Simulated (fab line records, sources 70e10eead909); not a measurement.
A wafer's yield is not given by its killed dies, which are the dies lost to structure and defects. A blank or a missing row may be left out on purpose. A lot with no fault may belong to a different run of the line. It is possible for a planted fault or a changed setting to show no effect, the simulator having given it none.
A single fault, viewed from 2 desks / flow nand_harc / each desk holds nothing but its own numbers, with what lay behind them at the end

THE DEFECT DESK
Lot by lot, what the route's inspections counted, given as the mean of those sampled wafers with a number. If a lot's mean is further than 4 standard deviations from the usual mean, the lot is out of limits and carries the mark OUT (the distance appears in the brackets).
Columns: A = raw_defect_count at NHARC_A_START_INSPECT_01, usual 3.6
lot=L840; first seen here=day 6 06:41; A=4.3
lot=L842; first seen here=day 7 07:50; A=3.3
lot=L844; first seen here=day 7 10:46; A=2.3
lot=L849; first seen here=day 8 23:07; A=3.0
lot=L852; first seen here=day 9 16:59; A=4.0
lot=L854; first seen here=day 10 07:53; A=3.7
lot=L855; first seen here=day 10 08:29; A=3.3
lot=L856; first seen here=day 10 13:11; A=4.3
lot=L857; first seen here=day 10 15:43; A=2.3
lot=L859; first seen here=day 11 00:48; A=2.7
lot=L860; first seen here=day 11 06:57; A=3.3
lot=L862; first seen here=day 11 18:20; A=4.7
lot=L863; first seen here=day 12 20:48; A=4.3
Result from this desk: across the 13 lots, nothing is out of limits.

THE METROLOGY DESK
What the gauges read for every lot (on any tool): the sampled wafers with a number, averaged. If a lot's mean is further than 4 standard deviations from the usual mean, the lot is out of limits and carries the mark OUT (the distance appears in the brackets).
Columns: A = thk_nm at NHARC_A_ONON_D1_THK_MEAS_24, usual 999 nm; B = overlay_x_nm at NHARC_A_CHANNEL_HOLE_D1_OVL_MEAS_11, usual -0.2 nm; C = overlay_y_nm at NHARC_A_CHANNEL_HOLE_D1_OVL_MEAS_11, usual -0.1 nm
lot=L840; first seen here=day 7 20:17; A=988; B=0.2; C=2.8
lot=L842; first seen here=day 8 21:17; A=1004; B=-0.7; C=0.1
lot=L844; first seen here=day 8 21:38; A=1018; B=0.0; C=-0.8
lot=L849; first seen here=day 10 09:39; A=701 (-27) OUT; B=-; C=-
lot=L852; first seen here=day 11 03:08; A=668 (-30) OUT; B=-; C=-
lot=L855; first seen here=day 11 16:29; A=989; B=0.2; C=-1.7
lot=L854; first seen here=day 11 16:38; A=990; B=-1.1; C=0.7
lot=L857; first seen here=day 12 01:00; A=993; B=-1.0; C=-1.5
lot=L856; first seen here=day 12 01:01; A=992; B=-0.0; C=0.9
lot=L859; first seen here=day 12 11:48; A=1000; B=0.2; C=-1.9
lot=L860; first seen here=day 12 18:03; A=998; B=1.4; C=-1.0
lot=L862; first seen here=day 13 05:01; A=1020; B=0.4; C=1.0
lot=L863; first seen here=day 14 07:41; A=996; B=-1.5; C=0.5
This desk's finding: out of limits on L849, L852; first on L849, day 10 09:39 (thk_nm at NHARC_A_ONON_D1_THK_MEAS_24). In limits: L840, L842, L844, L855, L854, L857, L856, L859, L860, L862, L863.

TAKEN TOGETHER
Metrology desk: alarm possible at day 10 09:39 on L849, L852.
Nothing the defect desk looked at was out of limits.
The defect desk has L849, L852 on record, within its limits.
On pecvd_onon-01, each named lot ran NHARC_A_ONON_D1_DEP_22.

WHAT THE SIMULATOR HAD INSERTED
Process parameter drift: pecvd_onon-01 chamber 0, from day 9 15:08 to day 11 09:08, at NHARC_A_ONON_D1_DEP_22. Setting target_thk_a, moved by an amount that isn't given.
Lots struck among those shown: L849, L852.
Time in hours between the start of the fault and the first out-of-limits reading at each desk: metrology desk, 19.
